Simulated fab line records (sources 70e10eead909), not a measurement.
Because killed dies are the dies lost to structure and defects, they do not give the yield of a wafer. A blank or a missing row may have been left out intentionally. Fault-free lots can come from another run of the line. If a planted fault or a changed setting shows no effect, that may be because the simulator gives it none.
Matching of chambers | flow nand harc | 4 sister chambers for NHARC_A_M0_ETCH_34 on rie diel-05
The step etches the open film in N2/H2, target depth 40 nm, overetch 12 nm, time 43.94 s. 24 wafers are shown with their chamber, then 12 later ones without.

EACH WAFER AND ITS CHAMBER
wafer  | chamber | showerhead plenum p Torr (Torr) | drypump motor current A (A) | rf vpp V (V)
L075.1 | 3       | 1.98                            | 6.6                         | 429.3
L075.3 | 2       | 2.10                            | 5.6                         | 432.4
L075.4 | 0       | 1.96                            | 4.8                         | 426.4
L078.2 | 0       | 1.96                            | 4.9                         | 429.8
L078.4 | 1       | 1.97                            | 5.7                         | 429.4
L078.5 | 0       | 1.96                            | 4.8                         | 428.7
L081.3 | 2       | 2.10                            | 5.6                         | 431.4
L081.4 | 1       | 1.97                            | 5.7                         | 429.0
L081.5 | 3       | 1.98                            | 6.6                         | 427.9
L083.1 | 2       | 2.10                            | 5.6                         | 433.4
L083.4 | 0       | 1.96                            | 4.8                         | 429.1
L083.5 | 2       | 2.10                            | 5.5                         | 432.4
L084.3 | 0       | 1.96                            | 4.8                         | 428.2
L084.4 | 1       | 1.97                            | 5.7                         | 429.0
L084.6 | 2       | 2.10                            | 5.6                         | 431.5
L087.2 | 2       | 2.10                            | 5.6                         | 433.2
L087.5 | 0       | 1.95                            | 4.9                         | 429.4
L087.6 | 1       | 1.97                            | 5.7                         | 428.5
L090.2 | 0       | 1.95                            | 4.8                         | 428.5
L090.4 | 3       | 1.98                            | 6.6                         | 429.2
L090.5 | 3       | 1.98                            | 6.6                         | 429.9
L089.4 | 3       | 1.98                            | 6.6                         | 428.4
L089.5 | 3       | 1.98                            | 6.6                         | 427.8
L089.6 | 2       | 2.10                            | 5.6                         | 432.1

SIGNATURES (averages over the wafers above)
reading                  | chamber 0 | chamber 1 | chamber 2 | chamber 3 | scatter within a chamber
showerhead plenum p Torr | 1.9571    | 1.9700    | 2.1000    | 1.9800    | 0.00267
drypump motor current A  | 4.829     | 5.700     | 5.586     | 6.600     | 0.0338
rf vpp V                 | 428.586   | 428.975   | 432.343   | 428.750   | 0.862
Rule: for a wafer and a chamber, the distance is found by dividing, reading by reading, the gap between the wafer's reading and the chamber's mean by the reading's scatter, squaring, summing and taking the root. The wafer belongs to the nearest chamber; if the next one is less than 2 further off, it can't be placed. The scatter is the square root of a quotient: the sum, over the shown wafers, of each reading's squared deviation from its chamber's mean, divided by wafers minus chambers.

WAFERS MISSING THEIR CHAMBER
wafer  | showerhead plenum p Torr (Torr) | drypump motor current A (A) | rf vpp V (V)
L093.1 | 1.98                            | 6.6                         | 429.1
L093.5 | 2.09                            | 5.5                         | 431.7
L093.6 | 1.97                            | 5.7                         | 427.9
L094.2 | 1.95                            | 4.9                         | 427.6
L094.4 | 1.98                            | 6.6                         | 430.6
L094.6 | 2.09                            | 5.5                         | 432.6
L096.2 | 1.95                            | 4.9                         | 428.2
L096.3 | 2.09                            | 5.5                         | 431.8
L096.5 | 1.95                            | 4.9                         | 428.3
L097.2 | 1.97                            | 5.7                         | 429.3
L097.3 | 1.95                            | 4.9                         | 428.3
L097.5 | 1.98                            | 6.6                         | 428.2

THE CHAMBER EACH PASSED THROUGH
wafer  | from the rows above | in truth
L093.1 | 3                   | 3
L093.5 | 2                   | 2
L093.6 | 1                   | 1
L094.2 | 0                   | 0
L094.4 | 3                   | 3
L094.6 | 2                   | 2
L096.2 | 0                   | 0
L096.3 | 2                   | 2
L096.5 | 0                   | 0
L097.2 | 1                   | 1
L097.3 | 0                   | 0
L097.5 | 3                   | 3
Correctly placed: 12 of 12. Number that these rows cannot place: 0. 0 placed wrongly.
